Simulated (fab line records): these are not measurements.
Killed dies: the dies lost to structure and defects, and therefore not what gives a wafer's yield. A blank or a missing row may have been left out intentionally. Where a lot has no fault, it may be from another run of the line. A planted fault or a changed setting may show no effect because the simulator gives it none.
fab line records | flow nand_harc
record: lots: 7 wafers: 19 last_day: 31
route steps=1302 shown A_DECK1_JOINT@539 A_ONON_D2@545 END@1302
lots untouched by any fault: they come from a run of this same line in which no faults occurred
start_h: hours from the record's opening day to when the first of the lot's shown wafers began | wait_h: hours from the lot's prior step to this one | " repeats the value in the row above | L1.1+2: several wafers, shown together as one row | - value missing, or start not given | * or withheld: withheld | < > ~ a bound
route shown NAME@n: NAME is a module with steps in the file, n the number in the route of the first one | usual: the fault-free wafers' mean and standard deviation | same: alike in all rows | chamber/n: place in a boat | sites: per-site readings | _std_site: the values' standard deviation | _edge_site: the outer-site mean with the inner-site mean subtracted | radius_mm: how far each site lies from the wafer's centre | mask NAME#n: copy n | behind: tool/chamber where the wafer was last shaped | hold: why the lot was held/for how many hours/how that ended | device: the transistor (n, p or np) that didn't switch | end of line: tests of these same wafers at the route's end | a step given without rows: its recipe and nothing more | killed: dies lost to structure and defects at the first sort, not the wafer's yield | map: dies across one wafer; x = killed, . = not, _ = none there
set.NAME: the setting as run; set.NAME@STEP: as run at that earlier step | model.NAME: the simulator's own value behind a step, which no gauge read
lots at some steps of the route; a table a step, a row a wafer
services: when a tool's chamber went out of use (start_h, in hours from the record's first day, below 0 if earlier), for how many hours, and the reason
== steps ==
step: NHARC_A_DECK1_JOINT_CMP_02
recipe: material: SiOx
usual: edge_zone_pressure_frac: 1.000/0.005 motor_current_A: 11.6/0.92
columns lot.wafer tool chamber start_h wait_h edge_zone_pressure_frac motor_current_A
L301.2 cmp-03 3 273.18 0.4 0.990 10.2
L301.1 " 0 " " 0.999 11.4
L301.6 " 1 " " 0.994 11.1
L303.1 cmp-03 2 293.57 0.4 1.003 10.8
L303.2 " 0 " " 1.001 12.5
L303.6 " 3 " " 1.005 10.6
L306.1 cmp-04 3 327.04 0.4 1.012 11.0
L306.4 " 0 " " 0.999 13.1
L306.6 " 3 " " 1.004 11.4
L308.6 cmp-03 3 329.96 0.5 0.995 10.4
L308.5 " 0 " " 0.997 11.7
L309.4 cmp-01 2 353.11 0.4 1.007 10.2
L309.6 " 1 " " 0.998 11.3
L317.2 cmp-04 0 428.68 0.4 1.002 13.0
L317.1 " 1 " " 1.004 11.9
L317.4 " 2 " " 1.000 13.6
L319.2 cmp-01 1 457.91 0.4 1.010 11.4
L319.5 " 0 " " 0.999 11.7
L319.6 " 1 " " 1.007 11.2
step: NHARC_A_DECK1_JOINT_SRD_15
step: NHARC_A_DECK1_JOINT_DEP_16
recipe: target_thk_a: 450 temp_c: 400 pressure_torr: 6.5 rf_w: 900 teos_flow_sccm: 161.4 flow_sccm: 2650 target_thk_nm: 45 gas: O2 material: SiO2
usual: heater_power_w: 581/83 throttle_valve_pct: 15.8/0.74
columns lot.wafer tool chamber start_h wait_h heater_power_w throttle_valve_pct
L301.1 pecvd-02 2 273.52 0.1 679 16.7
L301.2 " 0 " " 632 15.8
L301.6 " 0 " " 631 15.9
L303.1 pecvd-04 0 293.98 0.1 479 16.1
L303.2 " 1 " " 635 16.1
L303.6 " 0 " " 465 16.4
L306.1 pecvd-02 2 327.43 0.1 556 16.7
L306.4 " 1 " " 597 16.2
L306.6 " 2 " " 573 16.4
L308.5 pecvd-01 2 330.34 0.2 568 14.2
L308.6 " 1 " " 433 14.8
L309.6 pecvd-02 0 353.55 0.2 614 16.0
L309.4 " 1 " " 586 16.2
L317.2 pecvd-02 0 429.13 0.2 634 15.6
L317.1 " 1 " " 464 16.2
L317.4 " 1 " " 476 16.3
L319.2 pecvd-02 2 458.33 0.1 761 16.6
L319.6 " 1 " " 414 16.2
L319.5 " 2 " " 575 16.5
step: NHARC_A_DECK1_JOINT_THK_MEAS_17
recipe: thk_meas_gauge: ellipsometry
usual: thk_nm: 44.9/1
columns lot.wafer tool chamber start_h wait_h thk_nm
L301.1 film_metro-02 - 273.91 0.3 42.7
L301.2 " - " " 42.9
L301.6 " - " " 46.0
L303.1 film_metro-02 - 294.24 0.2 44.5
L303.2 " - " " 44.3
L303.6 " - " " 44.4
L306.1 film_metro-01 - 327.68 0.2 44.6
L306.4 " - " " 44.8
L306.6 " - " " 45.1
L308.5 film_metro-01 - 330.54 0.2 45.1
L308.6 " - " " 45.4
L309.4 film_metro-01 - 353.75 0.1 46.8
L309.6 " - " " 44.4
L317.1 film_metro-02 - 429.42 0.2 44.0
L317.2 " - " " 44.0
L317.4 " - " " 44.7
L319.2 film_metro-01 - 458.59 0.2 44.2
L319.5 " - " " 44.1
L319.6 " - " " 45.8
step: NHARC_A_DECK1_JOINT_INSPECT_05
usual: raw_defect_count: 295/98
columns lot.wafer tool chamber start_h wait_h raw_defect_count
L301.1 defect_inspect-01 - 273.95 0.0 172
L301.2 " - " " 134
L301.6 " - " " 195
L303.1 defect_inspect-02 - 294.27 0.0 147
L303.2 " - " " 161
L303.6 " - " " 177
L306.1 defect_inspect-01 - 327.72 0.0 137
L306.4 " - " " 279
L306.6 " - " " 187
L308.5 defect_inspect-01 - 330.57 0.0 196
L308.6 " - " " 262
L309.4 defect_inspect-01 - 353.79 0.0 246
L309.6 " - " " 426
L317.1 defect_inspect-01 - 429.45 0.0 247
L317.2 " - " " 364
L317.4 " - " " 285
L319.2 defect_inspect-02 - 458.62 0.0 319
L319.5 " - " " 437
L319.6 " - " " 241
step: NHARC_A_ONON_D2_DEP_00
recipe: target_thk_a: 10000 n2_flow_sccm: 2750 n2o_flow_sccm: 2000 nh3_flow_sccm: 500 sih4_flow_sccm: 210 temp_c: 400
step: NHARC_A_ONON_D2_THK_MEAS_02
recipe: thk_meas_gauge: ellipsometry
usual: thk_nm: 999/6.8
columns lot.wafer tool chamber start_h wait_h thk_nm
L301.1 film_metro-02 - 274.64 - 997
L301.2 " - " " 995
L301.6 " - " " 994
L303.1 film_metro-01 - 294.85 - 995
L303.2 " - " " 995
L303.6 " - " " 996
L306.1 film_metro-02 - 328.32 - 993
L306.4 " - " " 995
L306.6 " - " " 995
L308.5 film_metro-02 - 331.15 - 1019
L308.6 " - " " 1019
L309.4 film_metro-01 - 354.37 - 991
L309.6 " - " " 989
L317.1 film_metro-01 - 430.03 - 1005
L317.2 " - " " 1007
L317.4 " - " " 1007
L319.2 film_metro-01 - 459.19 - 990
L319.5 " - " " 991
L319.6 " - " " 990
step: NHARC_A_ONON_D2_DEP_03
recipe: target_thk_a: 10000 n2_flow_sccm: 2750 n2o_flow_sccm: 2000 nh3_flow_sccm: 500 sih4_flow_sccm: 210 temp_c: 400
step: NHARC_A_ONON_D2_THK_MEAS_05
recipe: thk_meas_gauge: ellipsometry
usual: thk_nm: 998/8.4
columns lot.wafer tool chamber start_h wait_h thk_nm
L301.1 film_metro-02 - 275.20 - 992
L301.2 " - " " 993
L301.6 " - " " 993
L303.1 film_metro-02 - 295.42 - 998
L303.2 " - " " 998
L303.6 " - " " 1001
L306.1 film_metro-01 - 328.92 - 1001
L306.4 " - " " 1002
L306.6 " - " " 1001
L308.5 film_metro-02 - 331.72 - 989
L308.6 " - " " 991
L309.4 film_metro-01 - 354.93 - 1001
L309.6 " - " " 1003
L317.1 film_metro-02 - 430.60 - 1001
L317.2 " - " " 1002
L317.4 " - " " 1001
L319.2 film_metro-02 - 459.76 - 995
L319.5 " - " " 996
L319.6 " - " " 995
step: NHARC_A_ONON_D2_DEP_06
recipe: target_thk_a: 10000 n2_flow_sccm: 2750 n2o_flow_sccm: 2000 nh3_flow_sccm: 500 sih4_flow_sccm: 210 temp_c: 400
step: NHARC_A_ONON_D2_THK_MEAS_08
recipe: thk_meas_gauge: ellipsometry
usual: thk_nm: 999/11
columns lot.wafer tool chamber start_h wait_h thk_nm
L301.1 film_metro-02 - 275.77 - 1008
L301.2 " - " " 1008
L301.6 " - " " 1008
L303.1 film_metro-01 - 296.01 - 995
L303.2 " - " " 994
L303.6 " - " " 994
L306.1 film_metro-02 - 329.48 - 982
L306.4 " - " " 980
L306.6 " - " " 979
L308.5 film_metro-02 - 332.29 - 997
L308.6 " - " " 999
L309.4 film_metro-02 - 355.50 - 1014
L309.6 " - " " 1012
L317.1 film_metro-01 - 431.17 - 1000
L317.2 " - " " 1001
L317.4 " - " " 1000
L319.2 film_metro-02 - 460.32 - 1000
L319.5 " - " " 1000
L319.6 " - " " 1000
step: NHARC_A_ONON_D2_DEP_09
recipe: target_thk_a: 10000 n2_flow_sccm: 2750 n2o_flow_sccm: 2000 nh3_flow_sccm: 500 sih4_flow_sccm: 210 temp_c: 400
columns lot.wafer tool chamber start_h wait_h
L301.1+2+6 pecvd_onon-04 0 275.82 0.1
L303.1+2+6 pecvd_onon-01 0 296.06 0.1
L306.1+4+6 pecvd_onon-01 0 329.54 0.1
L308.5+6 pecvd_onon-01 0 332.58 0.3
L309.4+6 pecvd_onon-01 0 355.73 0.2
L317.1+2+4 pecvd_onon-01 0 431.22 0.1
L319.2+5+6 pecvd_onon-03 0 460.44 0.1
step: NHARC_A_ONON_D2_THK_MEAS_11
recipe: thk_meas_gauge: ellipsometry
usual: thk_nm: 1002/10
columns lot.wafer tool chamber start_h wait_h thk_nm
L301.1 film_metro-02 - 276.34 - 991
L301.2 " - " " 992
L301.6 " - " " 990
L303.1 film_metro-01 - 296.60 - 1007
L303.2 " - " " 1007
L303.6 " - " " 1005
L306.1 film_metro-01 - 330.04 - 997
L306.4 " - " " 997
L306.6 " - " " 675
L308.5 film_metro-02 - 332.85 - 698
L308.6 " - " " 697
L309.4 film_metro-01 - 356.07 - 999
L309.6 " - " " 676
L317.1 film_metro-02 - 431.72 - 1002
L317.2 " - " " 1001
L317.4 " - " " 1002
L319.2 film_metro-02 - 460.89 - 980
L319.5 " - " " 981
L319.6 " - " " 982
step: NHARC_A_ONON_D2_DEP_12
recipe: target_thk_a: 10000 n2_flow_sccm: 2750 n2o_flow_sccm: 2000 nh3_flow_sccm: 500 sih4_flow_sccm: 210 temp_c: 400
step: NHARC_END_SORT_01
recipe: temp_c: 25
usual: killed_at_array: 49/19 killed_at_other: 0.9/1.1 killed_at_periphery: 4.0/2.7 killed_dies: 54/19 killed_open: 3.3/1.8 killed_short: 2.6/1.6
same: gross_dies: 677
columns lot.wafer tool chamber start_h wait_h killed_at_array killed_at_other killed_at_periphery killed_dies killed_open killed_short
L301.1 prober-02 0 588.69 2.5 18 1 11 30 4 2
L301.2 prober-02 0 589.47 2.8 21 0 7 28 3 1
L301.6 prober-02 0 592.63 3.9 18 2 6 26 5 4
L308.5 prober-01 0 610.45 3.7 672 1 4 677 6 0
L308.6 prober-01 0 611.26 4.0 670 0 7 677 7 2
L306.1 prober-01 0 615.06 2.5 22 1 4 27 4 4
L306.4 prober-01 0 617.46 3.4 24 0 2 26 8 0
L306.6 prober-01 0 619.06 4.0 671 0 6 677 0 5
L309.4 prober-01 0 648.44 3.4 53 0 4 57 3 4
L309.6 prober-01 0 650.03 4.0 673 2 2 677 5 1
L317.1 prober-01 0 714.74 2.5 37 0 3 40 1 3
killed by level:class
L301.1 A_CHANNEL_HOLE_D2:chamber_film_flake=6 P_ZERO_WELL:chamber_film_flake=5 A_STAIRCASE:chamber_film_flake=3 P_STI:chamber_film_flake=2 P_GATE:chamber_film_flake=2 A_CONTACT:chamber_film_flake=2 P_M0:geometric_particle:open=1 A_DECK1_JOINT:geometric_particle:open=1
L301.2 A_CHANNEL_HOLE_D2:chamber_film_flake=8 A_CONTACT:chamber_film_flake=4 A_STAIRCASE:chamber_film_flake=3 P_ZERO_WELL:chamber_film_flake=2 P_BONDPAD:chamber_film_flake=2 A_CHANNEL_HOLE_D1:chamber_film_flake=2 P_M0:geometric_particle:open=1 A_ONON_D1:geometric_particle:open=1
L301.6 A_CHANNEL_HOLE_D2:chamber_film_flake=5 A_CONTACT:chamber_film_flake=4 P_GATE:chamber_film_flake=3 A_CHANNEL_HOLE_D1:chamber_film_flake=2 STARTING-WAFER:geometric_particle:short=2 P_M0:geometric_particle:open=1 A_DECK1_JOINT:geometric_particle:short=1 A_ONON_D2:geometric_particle:open=1
L308.5 A_ONON_D2:area_dep=591 A_CHANNEL_HOLE_D2:chamber_film_flake=31 A_CHANNEL_HOLE_D1:chamber_film_flake=18 A_SLIT:chamber_film_flake=18 A_CONTACT:chamber_film_flake=10 P_M0:chamber_film_flake=2 P_CONTACT:geometric_particle:open=1 P_M0:geometric_particle:open=1
L308.6 A_ONON_D2:area_dep=578 A_CHANNEL_HOLE_D1:chamber_film_flake=32 A_SLIT:chamber_film_flake=27 A_CHANNEL_HOLE_D2:chamber_film_flake=18 A_CONTACT:chamber_film_flake=9 A_CHANNEL_FILL_D2:geometric_particle:open=2 P_CONTACT:geometric_particle:open=1 P_CONTACT:geometric_particle:short=1
L306.1 A_CHANNEL_HOLE_D2:chamber_film_flake=10 A_STAIRCASE:chamber_film_flake=3 A_ONON_D1:geometric_particle:short=2 P_GATE:chamber_film_flake=2 A_CONTACT:chamber_film_flake=2 P_M1:geometric_particle:open=1 A_DECK1_JOINT:geometric_particle:open=1 A_DECK1_JOINT:geometric_particle:short=1
L306.4 A_CHANNEL_HOLE_D2:chamber_film_flake=8 A_CHANNEL_HOLE_D1:chamber_film_flake=7 A_CONTACT:chamber_film_flake=3 P_GATE:geometric_particle:open=2 A_ONON_D2:geometric_particle:open=2 A_CHANNEL_FILL_D2:geometric_particle:open=1 A_SGD_CUT:geometric_particle:open=1 A_WL_FILL:geometric_particle:open=1
L306.6 A_ONON_D2:area_dep=648 A_CHANNEL_HOLE_D2:chamber_film_flake=6 A_STAIRCASE:chamber_film_flake=5 P_GATE:chamber_film_flake=4 A_CONTACT:chamber_film_flake=4 A_CHANNEL_HOLE_D1:chamber_film_flake=3 A_CHANNEL_FILL_D1:geometric_particle:short=2 P_M0:geometric_particle:short=1
L309.4 A_SLIT:chamber_film_flake=33 A_CHANNEL_HOLE_D2:chamber_film_flake=4 A_CONTACT:chamber_film_flake=4 A_CHANNEL_FILL_D1:geometric_particle:open=2 A_CHANNEL_HOLE_D1:chamber_film_flake=2 P_CONTACT:geometric_particle:open=1 P_CONTACT:geometric_particle:short=1 A_ONON_D1:geometric_particle:short=1
L309.6 A_ONON_D2:area_dep=621 A_SLIT:chamber_film_flake=23 A_CHANNEL_HOLE_D2:chamber_film_flake=10 A_CHANNEL_HOLE_D1:chamber_film_flake=6 A_CONTACT:chamber_film_flake=3 A_SGD_CUT:chamber_film_flake=2 THIN_TSV:chamber_film_flake=2 P_CONTACT:geometric_particle:open=1
L317.1 A_CHANNEL_HOLE_D2:chamber_film_flake=17 A_CONTACT:chamber_film_flake=4 P_CONTACT:chamber_film_flake=3 A_CHANNEL_HOLE_D1:chamber_film_flake=3 A_STAIRCASE:chamber_film_flake=3 A_SLIT:chamber_film_flake=3 A_DECK1_JOINT:chamber_film_flake=2 A_ONON_D1:geometric_particle:short=1
map L306.6 (x killed, . not)
____________x____________
_________xxxxxxx_________
_______xxxxxxxxxxx_______
______xxxxxxxxxxxxx______
_____xxxxxxxxxxxxxxx_____
____xxxxxxxxxxxxxxxxx____
____xxxxxxxxxxxxxxxxx____
___xxxxxxxxxxxxxxxxxxx___
___xxxxxxxxxxxxxxxxxxx___
__xxxxxxxxxxxxxxxxxxxxx__
__xxxxxxxxxxxxxxxxxxxxx__
_xxxxxxxxxxxxxxxxxxxxxxx_
_xxxxxxxxxxxxxxxxxxxxxxx_
_xxxxxxxxxxxxxxxxxxxxxxx_
_xxxxxxxxxxxxxxxxxxxxxxx_
_xxxxxxxxxxxxxxxxxxxxxxx_
xxxxxxxxxxxxxxxxxxxxxxxxx
xxxxxxxxxxxxxxxxxxxxxxxxx
xxxxxxxxxxxxxxxxxxxxxxxxx
xxxxxxxxxxxxxxxxxxxxxxxxx
xxxxxxxxxxxxxxxxxxxxxxxxx
_xxxxxxxxxxxxxxxxxxxxxxx_
_xxxxxxxxxxxxxxxxxxxxxxx_
_xxxxxxxxxxxxxxxxxxxxxxx_
_xxxxxxxxxxxxxxxxxxxxxxx_
_xxxxxxxxxxxxxxxxxxxxxxx_
__xxxxxxxxxxxxxxxxxxxxx__
__xxxxxxxxxxxxxxxxxxxxx__
___xxxxxxxxxxxxxxxxxxx___
___xxxxxxxxxxxxxxxxxxx___
____xxxxxxxxxxxxxxxxx____
____xxxxxxxxxxxxxxxxx____
_____xxxxxxxxxxxxxxx_____
______xxxxxxxxxxxxx______
_______xxxxxxxxxxx_______
_________xxxxxxx_________
____________x____________
map L308.5 (x killed, . not)
____________x____________
_________xxxxxxx_________
_______xxxxxxxxxxx_______
______xxxxxxxxxxxxx______
_____xxxxxxxxxxxxxxx_____
____xxxxxxxxxxxxxxxxx____
____xxxxxxxxxxxxxxxxx____
___xxxxxxxxxxxxxxxxxxx___
___xxxxxxxxxxxxxxxxxxx___
__xxxxxxxxxxxxxxxxxxxxx__
__xxxxxxxxxxxxxxxxxxxxx__
_xxxxxxxxxxxxxxxxxxxxxxx_
_xxxxxxxxxxxxxxxxxxxxxxx_
_xxxxxxxxxxxxxxxxxxxxxxx_
_xxxxxxxxxxxxxxxxxxxxxxx_
_xxxxxxxxxxxxxxxxxxxxxxx_
xxxxxxxxxxxxxxxxxxxxxxxxx
xxxxxxxxxxxxxxxxxxxxxxxxx
xxxxxxxxxxxxxxxxxxxxxxxxx
xxxxxxxxxxxxxxxxxxxxxxxxx
xxxxxxxxxxxxxxxxxxxxxxxxx
_xxxxxxxxxxxxxxxxxxxxxxx_
_xxxxxxxxxxxxxxxxxxxxxxx_
_xxxxxxxxxxxxxxxxxxxxxxx_
_xxxxxxxxxxxxxxxxxxxxxxx_
_xxxxxxxxxxxxxxxxxxxxxxx_
__xxxxxxxxxxxxxxxxxxxxx__
__xxxxxxxxxxxxxxxxxxxxx__
___xxxxxxxxxxxxxxxxxxx___
___xxxxxxxxxxxxxxxxxxx___
____xxxxxxxxxxxxxxxxx____
____xxxxxxxxxxxxxxxxx____
_____xxxxxxxxxxxxxxx_____
______xxxxxxxxxxxxx______
_______xxxxxxxxxxx_______
_________xxxxxxx_________
____________x____________
== services ==
columns tool chamber start_h hours kind
cmp-03 - 260.00 4.0 pm
pecvd_onon-01 - 269.00 13.0 pm
pecvd-04 - 269.05 13.0 pm
pecvd-02 1 269.22 14.4 repair
cmp-04 - 281.22 16.5 repair
cmp-01 - 284.83 4.0 pm
pecvd-02 - 307.47 1.5 repair
cmp-04 - 308.84 4.0 pm
pecvd_onon-04 - 311.06 13.0 pm
cmp-04 - 330.57 2.4 repair
cmp-03 - 358.00 4.0 pm
cmp-04 - 376.12 0.9 repair
cmp-04 - 382.75 0.3 repair
cmp-01 - 382.83 4.0 pm
pecvd-04 0 395.88 3.6 repair
cmp-04 - 406.84 4.0 pm
pecvd-02 - 408.02 13.0 pm
pecvd_onon-03 - 408.43 13.0 pm
cmp-03 - 416.31 0.9 repair
cmp-03 - 422.54 2.5 repair
cmp-03 - 436.27 2.1 repair
pecvd_onon-01 - 450.00 13.0 pm
pecvd-04 - 450.28 13.0 pm
cmp-03 - 456.00 4.0 pm
== key ==
first_sign: step: NHARC_A_ONON_D2_THK_MEAS_11 reading: thk_nm direction: down sigmas: 31 usual: 1002 struck: 687
effect: step: NHARC_END_SORT_01 reading: killed_dies direction: up sigmas: 33 usual: 54 struck: 677
more_kills_born_at: NHARC_A_ONON_D2_DEP_09@pecvd_onon-01: 2438
met_at NHARC_A_ONON_D2_DEP_09
struck_wafers L306.6,L308.5,L308.6,L309.6
later_rows_left_out L306.6,L308.5,L308.6,L309.6
tester_left_out L306,L308,L309
onset_between 296.06 329.54
fault: kind: process_parameter_drift tool: pecvd_onon-01 chamber: - onset_h: 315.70 steps: NHARC_A_ONON_D2_DEP_09 channel: target_thk_a offset: * shape: step end_h: 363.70 scope: struck_wafers_only acts_in: * stated: *
tester_left_out: of these lots the tester's yield and bins aren't shown, on N5 and GAA mostly nor the transistor test; their killed dies are dies lost to structure and defects alone, not to doping, threshold or leakage, so they don't give the yield
later_rows_left_out: the simulator's readings of these wafers behind a module that went badly wrong aren't trusted and aren't shown, but for the sort
